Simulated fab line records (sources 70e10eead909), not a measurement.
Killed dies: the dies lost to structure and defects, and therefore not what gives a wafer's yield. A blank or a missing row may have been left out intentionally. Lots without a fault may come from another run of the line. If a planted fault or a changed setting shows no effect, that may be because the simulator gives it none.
Which tool did it? | flow nandHarc | 41 wafers from 14 lots sampled at 4 of the route's 1302 steps

== WHAT THE GAUGES READ, wafer by wafer ==
The record holds no reading of a measuring or inspecting step that can be judged against a usual standard deviation.

== WHAT TOOL EACH LOT RAN ON (gives the tool, then ch and the chambers of the sampled wafers, and finally the start) ==
lot  | NHARC_A_ZERO_WELL_DESCUM_12       | NHARC_A_CHANNEL_FILL_D1_ETCHBACK_19 | NHARC_A_DECK1_JOINT_CMP_13    | NHARC_A_DECK1_JOINT_CMP_02
L330 | rieDiel-03 ch 1,3, day 6 22:38    | rieSi-04 ch 0,2, day 10 00:16       | cmp-03 ch 0,1,3, day 11 11:49 | cmp-03 ch 0,1,3, day 12 09:06
L332 | rieDiel-07 ch 0,1,2, day 7 15:56  | rieSi-04 ch 0,1,2, day 10 20:35     | cmp-04 ch 1,2,3, day 12 08:10 | cmp-02 ch 0,1,2, day 13 06:00
L333 | rieDiel-07 ch 1,2,3, day 8 03:43  | rieSi-02 ch 1,2, day 11 10:36       | cmp-03 ch 0,2, day 12 21:32   | cmp-03 ch 0,1, day 13 22:48
L334 | rieDiel-07 ch 0,2,3, day 8 05:08  | rieSi-05 ch 0,3, day 11 10:38       | cmp-02 ch 0,1,3, day 12 21:30 | cmp-02 ch 1,2,3, day 13 22:51
L335 | rieDiel-07 ch 0,2, day 8 18:19    | rieSi-02 ch 0,1,3, day 11 18:42     | cmp-04 ch 1,2,3, day 13 04:52 | cmp-02 ch 1,2,3, day 14 15:06
L336 | rieDiel-11 ch 0,1,3, day 9 08:46  | rieSi-04 ch 0,2,3, day 12 14:20     | cmp-02 ch 1,2,3, day 14 01:47 | cmp-02 ch 0,1,3, day 15 00:17
L339 | rieDiel-11 ch 0,1,2, day 10 14:17 | rieSi-02 ch 0,1,2, day 13 11:01     | cmp-03 ch 1,2,3, day 14 21:03 | cmp-03 ch 1,2,3, day 15 17:10
L343 | rieDiel-07 ch 0,1, day 12 02:04   | rieSi-05 ch 2,3, day 15 01:31       | cmp-04 ch 2, day 16 13:34     | cmp-03 ch 2, day 17 13:26
L345 | rieDiel-07 ch 0,1,2, day 12 18:52 | rieSi-05 ch 1,2,3, day 15 21:16     | cmp-04 ch 2, day 17 07:35     | cmp-02 ch 1, day 18 05:13
L347 | rieDiel-07 ch 0,1,3, day 13 18:02 | rieSi-04 ch 0,3, day 16 13:26       | cmp-03 ch 2,3, day 17 23:27   | cmp-04 ch 1,2, day 18 22:31
L350 | rieDiel-07 ch 2,3, day 15 05:51   | rieSi-02 ch 0,1,3, day 18 08:40     | cmp-04 ch 1,2,3, day 19 18:43 | cmp-03 ch 0,1,3, day 20 19:31
L351 | rieDiel-07 ch 0,1, day 15 09:29   | rieSi-05 ch 1,2,3, day 18 12:21     | cmp-04 ch 1,2,3, day 19 22:31 | cmp-04 ch 0,1,2, day 20 19:36
L352 | rieDiel-07 ch 0,1,2, day 15 22:03 | rieSi-04 ch 1,2,3, day 18 21:31     | cmp-03 ch 0,2,3, day 20 11:03 | cmp-03 ch 0,1,2, day 21 18:44
L353 | rieDiel-07 ch 0,1,3, day 16 07:51 | rieSi-04 ch 0,2, day 19 10:51       | cmp-03 ch 0,2,3, day 20 21:02 | cmp-04 ch 0,1,3, day 21 21:33
- NHARC_A_ZERO_WELL_DESCUM_12: chemistry O2, time 3 s.
- NHARC_A_CHANNEL_FILL_D1_ETCHBACK_19: etches the open film in HBr/Cl2, target depth 5 nm, time 1.7 s.
- NHARC_A_DECK1_JOINT_CMP_13: polishes, target thk 51.023 nm.
- NHARC_A_DECK1_JOINT_CMP_02: polishes SiOx.

== AS READ BY THE TOOLS THEMSELVES (means over the sampled wafers that have a number; for cases with no such wafer, the mark the record gives instead) ==
NHARC_A_ZERO_WELL_DESCUM_12. Usual: drypumpMotorCurrentA 5.7 A, standard deviation 0.51; oesProductAu 1.001 a.u., standard deviation 0.0074; rfVppV 58.0 V, standard deviation 0.87; showerheadPlenumPTorr 1.95 Torr, standard deviation 0.071; throttleValvePct 11.310 %, standard deviation 0.0098.
lot  | tool       | drypumpMotorCurrentA (A) | oesProductAu (a.u.) | rfVppV (V) | showerheadPlenumPTorr (Torr) | throttleValvePct (%) | flag
L330 | rieDiel-03 | 6.0                      | 1.008               | 58.4       | 2.05                         | 11.315               | 
L332 | rieDiel-07 | 5.6                      | 1.004               | 58.5       | 1.98                         | 11.306               | 
L333 | rieDiel-07 | 6.0                      | 1.004               | 58.8       | 1.95                         | 11.305               | 
L334 | rieDiel-07 | 5.6                      | 1.002               | 57.5       | 1.91                         | 11.311               | 
L335 | rieDiel-07 | 5.6                      | 1.001               | 58.1       | 1.95                         | 11.308               | 
L336 | rieDiel-11 | 5.7                      | 1.005               | 57.7       | 1.93                         | 11.321               | 
L339 | rieDiel-11 | 5.3                      | 1.000               | 58.0       | 1.97                         | 11.313               | 
L343 | rieDiel-07 | 5.3                      | 0.997               | 59.0       | 1.98                         | 11.309               | 
L345 | rieDiel-07 | 5.5                      | 1.007               | 57.0       | 1.97                         | 11.309               | 
L347 | rieDiel-07 | 5.6                      | 1.002               | 57.4       | 1.94                         | 11.304               | 
L350 | rieDiel-07 | 6.1                      | 0.997               | 57.7       | 1.88                         | 11.304               | 
L351 | rieDiel-07 | 5.2                      | 0.996               | 57.5       | 1.96                         | 11.313               | 
L352 | rieDiel-07 | 5.6                      | 0.990               | 58.6       | 1.97                         | 11.316               | 
L353 | rieDiel-07 | 5.6                      | 0.996               | 57.3       | 1.94                         | 11.310               | 

NHARC_A_CHANNEL_FILL_D1_ETCHBACK_19. Usual: drypumpMotorCurrentA 6.0 A, standard deviation 0.48; oesProductAu 0.999 a.u., standard deviation 0.0069; throttleValvePct 26.404 %, standard deviation 0.009.
lot  | tool     | drypumpMotorCurrentA (A) | oesProductAu (a.u.) | throttleValvePct (%) | flag
L330 | rieSi-04 | 6.3                      | 0.996               | 26.406               | 
L332 | rieSi-04 | 6.2                      | 1.005               | 26.412               | 
L333 | rieSi-02 | 5.4                      | 0.996               | 26.404               | 
L334 | rieSi-05 | 5.9                      | 0.994               | 26.411               | 
L335 | rieSi-02 | 5.7                      | 1.009               | 26.405               | 
L336 | rieSi-04 | 6.3                      | 1.000               | 26.406               | 
L339 | rieSi-02 | 5.6                      | 0.998               | 26.402               | 
L343 | rieSi-05 | 6.1                      | 0.861               | 26.414               | OFF
L345 | rieSi-05 | 6.1                      | 0.813               | 26.396               | OFF
L347 | rieSi-04 | 5.9                      | 1.002               | 26.405               | 
L350 | rieSi-02 | 5.7                      | 0.997               | 26.400               | 
L351 | rieSi-05 | 6.1                      | 1.000               | 26.404               | 
L352 | rieSi-04 | 6.5                      | 1.003               | 26.417               | 
L353 | rieSi-04 | 5.9                      | 0.995               | 26.399               | 

NHARC_A_DECK1_JOINT_CMP_13. Usual: motorCurrentA 12.6 A, standard deviation 0.71; timeToEndpointS 10.1 s, standard deviation 1.9.
lot  | tool   | motorCurrentA (A) | timeToEndpointS (s) | flag
L330 | cmp-03 | 12.6              | 12.3                | 
L332 | cmp-04 | 12.6              | 10.6                | 
L333 | cmp-03 | 12.5              | 7.1                 | 
L334 | cmp-02 | 13.0              | 9.0                 | 
L335 | cmp-04 | 12.5              | 11.9                | 
L336 | cmp-02 | 13.3              | 9.6                 | 
L339 | cmp-03 | 11.9              | 12.2                | 
L343 | cmp-04 | 12.1              | 9.3                 | 
L345 | cmp-04 | 11.7              | 10.4                | 
L347 | cmp-03 | 12.2              | 10.5                | 
L350 | cmp-04 | 12.7              | 11.3                | 
L351 | cmp-04 | 13.0              | 11.5                | 
L352 | cmp-03 | 12.6              | 10.7                | 
L353 | cmp-03 | 12.5              | 10.7                | 

NHARC_A_DECK1_JOINT_CMP_02. Usual: 12.7 A for motorCurrentA, sd 0.81.
lot  | tool   | motorCurrentA (A) | flag
L330 | cmp-03 | 12.2              | 
L332 | cmp-02 | 12.7              | 
L333 | cmp-03 | 12.8              | 
L334 | cmp-02 | 14.0              | 
L335 | cmp-02 | 13.7              | 
L336 | cmp-02 | 13.1              | 
L339 | cmp-03 | 12.1              | 
L343 | cmp-03 | 12.6              | 
L345 | cmp-02 | 12.7              | 
L347 | cmp-04 | 12.0              | 
L350 | cmp-03 | 12.5              | 
L351 | cmp-04 | 11.9              | 
L352 | cmp-03 | 12.5              | 
L353 | cmp-04 | 12.8              | 

== THE ANSWER, worked out from the rows above alone ==
Rule: a lot counts as off when the mean over its wafers that have a number is more than 3 standard deviations away from the usual mean. A lot without any number at a reading at which 4 lots or more have one is off too. The other lots that the step has rows for count as sound. First the gauges in route order, then the tools' own readings, where a lot's mean is used as printed above. The first step at which some lot is off is used, and at that step the reading that is off furthest; a lot without a number counts as furthest.
Off: L343, L345, at NHARC_A_CHANNEL_FILL_D1_ETCHBACK_19 (oesProductAu).
A tool fits if, at that step or a process step before it, it ran every lot that is off, and no sound lot after the first of them. Not one of the candidates tried fits.

== WHAT HAD BEEN PUT IN BY THE SIMULATOR ==
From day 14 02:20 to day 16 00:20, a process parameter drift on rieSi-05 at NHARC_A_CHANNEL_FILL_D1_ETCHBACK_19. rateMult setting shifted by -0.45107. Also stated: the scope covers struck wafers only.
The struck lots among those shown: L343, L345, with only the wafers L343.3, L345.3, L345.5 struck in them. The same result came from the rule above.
